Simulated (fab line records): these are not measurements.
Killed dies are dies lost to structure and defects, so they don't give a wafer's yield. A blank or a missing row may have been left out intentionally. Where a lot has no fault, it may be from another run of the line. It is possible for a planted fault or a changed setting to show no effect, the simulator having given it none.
Split-lot study	flow n5 finfet	route with 1938 steps; 7 lots, 21 wafers read

SPLIT DETAILS
At N5_BEOL_M4_COAT_67 (time 60 s, resist thk 60 nm), the setting spin rpm was moved away from the recipe's 1500 rpm on 5 of the 21 wafers read, by -9.8% to +9.9%. For the rest of the wafers, this setting stayed at what the recipe calls for.

FROM THE SPLIT TO THE READING: what the file shows between them, 11 steps
- N5_BEOL_M4_COAT_68: time 60 s, resist thk 12 nm (also split here: spin rpm)
- N5_BEOL_M4_COAT_76: time 60 s, resist thk 5 nm
- N5_BEOL_M4_COAT_22: resist thk 30 nm
- N5_BEOL_M4_DESCUM_33: chemistry O2, time 7 s
- N5_BEOL_M4_ETCH_77: etches underlayer in N2/H2, target depth 6.5 nm, time 5.2 s
- N5_BEOL_M4_ETCH_69: etches SiARC in CF4, target depth 15.6 nm, time 26 s
- N5_BEOL_M4_ALD_98: deposits SiO2, target thk 2.5 nm, pulse time 1 s, co reactant pulse time 1 s
- N5_BEOL_M4_ETCHBACK_99: etches SiO2 in CHF3, target depth 5 nm, time 10.4 s
- N5_BEOL_M4_ETCH_70: etches SOC in N2/H2, target depth 80 nm, overetch 24 nm, time 130 s
- N5_BEOL_M4_STRIP_71: strips in N2/H2
- N5_BEOL_M4_STRIP_78: strips in N2/H2

THE READING
SOC_of_BEOL_M4_COAT_67.thk nm (the simulator's own value, which no gauge read), in nm, at N5_BEOL_M4_VIA_ETCH_34 (etches the open film in C4F6/O2, target depth 69.4 nm, time 65.9 s). The file does not state a usual value for it. The 16 wafers here that ran the recipe average 51.9 nm, standard deviation 0.25 nm.

wafer	tool, chamber at the split	spin rpm as run, rpm	against the recipe	SOC_of_BEOL_M4_COAT_67.thk nm, nm	against lot-mates on the recipe
L077.2	litho track-05, 0	1649	+9.9%	49.4	-2.4
L077.5	litho track-05, 0	1500	recipe	51.8	-
L077.6	litho track-05, 0	1649	+9.9%	49.2	-2.6
L080.2	litho track-01, 0	1500	recipe	51.8	-
L080.3	litho track-01, 0	1500	recipe	52	-
L080.5	litho track-01, 0	1500	recipe	52	-
L085.2	litho track-01, 0	1500	recipe	51.8	-
L085.3	litho track-01, 0	1500	recipe	51.8	-
L085.5	litho track-01, 0	1500	recipe	51.8	-
L090.2	litho track-04, 0	1353	-9.8%	55	+3.4
L090.4	litho track-04, 0	1500	recipe	51.6	-
L090.6	litho track-04, 0	1353	-9.8%	55.2	+3.6
L093.1	litho track-04, 0	1500	recipe	52.2	-
L093.5	litho track-04, 0	1500	recipe	52.6	-
L093.6	litho track-04, 0	1362	-9.2%	55.4	+3.0
L096.3	litho track-05, 0	1500	recipe	52	-
L096.4	litho track-05, 0	1500	recipe	52.2	-
L096.6	litho track-05, 0	1500	recipe	51.6	-
L097.3	litho track-05, 0	1500	recipe	51.8	-
L097.6	litho track-05, 0	1500	recipe	51.8	-
L097.5	litho track-05, 0	1500	recipe	51.6	-

FIT RESULTS
A straight line over all 21 wafers: SOC_of_BEOL_M4_COAT_67.thk nm changes by -0.307 nm for each +1% of spin rpm; r = -0.98; the points scatter about the line by 0.31 nm.
The same after taking each lot's own level away (the mean of its wafers on the recipe; 21 wafers): -0.306 nm for each +1%; r = -0.99; scatter 0.25 nm.
On that fit, the largest move of spin rpm shifts the reading by 3 nm.
The lots' own levels span 51.60 to 52.40 nm, that is 3.1 times the standard deviation above.
The two slopes agree, so the slope changes little with the lot-to-lot level.
Check: for one of the wafers moved furthest among these (+9.9%), held out of the fit, the line's prediction against its lot-mates is -3.13 nm. It came out at -2.4 nm against them.

THE OTHER SPLITS THESE WAFERS WENT THROUGH
Note: prior to the reading, these wafers also went through further splits. Each is held against what the fit with the lots' levels taken away leaves over:
other split on the same wafers	wafers away from the commonest value	r with SOC_of_BEOL_M4_COAT_67.thk nm (lot level and that fit taken away)
N5_BEOL_M0_SAQP_EXPOSE_11 dose mj	6	+0.27
N5_BEOL_M1_ETCH_77 source w	7	-0.07
N5_BEOL_M2_COAT_22 spin rpm	10	-0.02
N5_BEOL_M2_DESCUM_33 time s	6	-0.37
N5_BEOL_M3_EXPOSE_25 dose mj	11	-0.31
N5_BEOL_M4_COAT_68 spin rpm	7	-0.21

THE WHOLE CHAIN: every reading that the file lists as answering this split, in the file's order
step	what it does	reading	change (the file's fit)	r (the file's)
N5_BEOL_M4_COAT_67	time 60 s, resist thk 60 nm	SOC_of_BEOL_M4_COAT_67.thk nm (the simulator's own value, which no gauge read)	-0.297 nm for each +1% of the setting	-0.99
N5_BEOL_M4_ETCH_70	etches SOC in N2/H2, target depth 80 nm, overetch 24 nm, time 130 s	etch.depth nm (the simulator's own value, which no gauge read)	-0.304 nm for each +1% of the setting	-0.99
N5_BEOL_M4_VIA_ETCH_34	etches the open film in C4F6/O2, target depth 69.4 nm, time 65.9 s	SOC_of_BEOL_M4_COAT_67.thk nm (the simulator's own value, which no gauge read)	-0.31 nm for each +1% of the setting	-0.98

THE FILE'S OWN FIT
SOC_of_BEOL_M4_COAT_67.thk nm changes by -0.31 nm for each +1% of spin rpm, r = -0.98.
